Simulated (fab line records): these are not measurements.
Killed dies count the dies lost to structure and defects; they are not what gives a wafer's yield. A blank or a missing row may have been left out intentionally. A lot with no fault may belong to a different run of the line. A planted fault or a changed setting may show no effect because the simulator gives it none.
Chamber matching    flow n5-finfet    4 sister chambers for N5_MOL_CONTACT_COAG_STRIP_98 on rie-diel-06
The step strips in N2/H2. 22 wafers are shown with their chamber, then 11 later ones without.

WAFERS WITH THEIR CHAMBER
wafer   chamber  drypump-motor-current-A (A)  showerhead-plenum-p-Torr (Torr)  throttle-valve-pct (%)
L075.3  0        5.8                          3.20                             19.3
L075.4  2        4.9                          3.48                             19.1
L075.5  3        5.0                          3.24                             18.5
L078.2  2        4.9                          3.47                             19.2
L078.4  0        5.8                          3.19                             19.3
L078.6  1        5.5                          3.22                             19.4
L084.3  2        5.0                          3.47                             19.2
L084.5  2        4.9                          3.47                             19.1
L084.6  1        5.5                          3.21                             19.4
L086.1  2        4.9                          3.46                             19.2
L086.3  1        5.5                          3.21                             19.4
L086.5  0        5.8                          3.19                             19.3
L088.2  2        4.9                          3.46                             19.2
L088.5  1        5.5                          3.20                             19.4
L088.6  0        5.8                          3.18                             19.3
L089.4  3        5.0                          3.22                             18.6
L089.5  0        5.8                          3.18                             19.3
L089.6  3        5.0                          3.23                             18.6
L090.1  3        5.0                          3.22                             18.6
L090.3  1        5.5                          3.20                             19.4
L090.5  3        5.0                          3.22                             18.6
L091.1  0        5.8                          3.18                             19.3

SIGNATURES (means of the wafers above)
reading                   chamber 0  chamber 1  chamber 2  chamber 3  scatter within a chamber
drypump-motor-current-A   5.800      5.500      4.917      5.000      0.0215
showerhead-plenum-p-Torr  3.1867     3.2080     3.4683     3.2260     0.00822
throttle-valve-pct        19.300     19.400     19.167     18.580     0.0344
Rule: distance of a wafer from a chamber = root of the sum over the readings of ((wafer's reading minus chamber's mean) / reading's scatter) squared. If the next closest chamber is less than 2 further off than the closest, the wafer can't be placed; otherwise it belongs to the closest. The scatter: take each reading less its chamber's mean, square it, sum over the shown wafers, divide by the number of wafers less the number of chambers, and take the root.

WAFERS WHOSE CHAMBER IS MISSING
wafer   drypump-motor-current-A (A)  showerhead-plenum-p-Torr (Torr)  throttle-valve-pct (%)
L091.2  5.1                          3.22                             18.6
L091.3  5.5                          3.20                             19.4
L092.3  5.8                          3.18                             19.3
L092.5  5.5                          3.20                             19.4
L092.6  5.8                          3.18                             19.3
L094.1  5.0                          3.22                             18.6
L094.4  5.8                          3.18                             19.3
L094.6  5.5                          3.20                             19.4
L096.2  4.9                          3.45                             19.2
L096.4  5.8                          3.18                             19.3
L096.6  5.0                          3.22                             18.6

WHICH CHAMBER EACH ONE RAN IN
wafer   from the rows above  in truth
L091.2  3                    3
L091.3  1                    1
L092.3  0                    0
L092.5  1                    1
L092.6  0                    0
L094.1  3                    3
L094.4  0                    0
L094.6  1                    1
L096.2  2                    2
L096.4  0                    0
L096.6  3                    3
Placed correctly: 11 of 11. Left unplaced by these rows: 0. Number placed wrongly: 0.
